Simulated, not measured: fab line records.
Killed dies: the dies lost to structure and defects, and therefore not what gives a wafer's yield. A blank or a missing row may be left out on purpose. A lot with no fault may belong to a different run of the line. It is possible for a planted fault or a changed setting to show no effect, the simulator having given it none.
Chamber matching | flow nand harc | pecvd-04 running NHARC_A_CONTACT_DEP_58: 3 sister chambers
The step deposits SiON, target thk 90 nm. 3 wafers are shown with their chamber, then 8 later ones without.

WAFERS, EACH WITH ITS CHAMBER
wafer  | chamber | heater power w (W)
L091.4 | 2       | 637
L091.5 | 0       | 670
L092.1 | 1       | 755

WAFERS MISSING THEIR CHAMBER
wafer  | heater power w (W)
L092.2 | 670
L092.6 | 747
L094.4 | 636
L094.5 | 836
L094.6 | 575
L097.3 | 624
L097.4 | 618
L097.6 | 721

CHAMBER TAKEN BY EACH
wafer  | from the rows above          | in truth
L092.2 | can't be placed: 0 or 2      | 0
L092.6 | can't be placed: 1 or 0      | 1
L094.4 | can't be placed: 2 or 0      | 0
L094.5 | 1                            | 1
L094.6 | can't be placed: 2 or 0      | 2
L097.3 | can't be placed: 2 or 0      | 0
L097.4 | can't be placed: 2 or 0      | 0
L097.6 | can't be placed: 1 or 0 or 2 | 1
Placed correctly: 1 of 8. Cannot be placed on the basis of these rows: 7; the candidates contain the true chamber in 7. Placed wrongly: 0.
How it was worked out, from the rows above alone: a wafer's distance from a chamber is the root of the sum, over the readings, of the square of ((its reading less the chamber's mean) divided by the reading's scatter). The wafer belongs to the nearest chamber; if the next one is less than 2 further off, it can't be placed. A chamber's mean is the mean of its shown wafers. The scatter: root of mean squared gap, hidden wafer to nearest shown wafer, with one shown wafer a chamber.
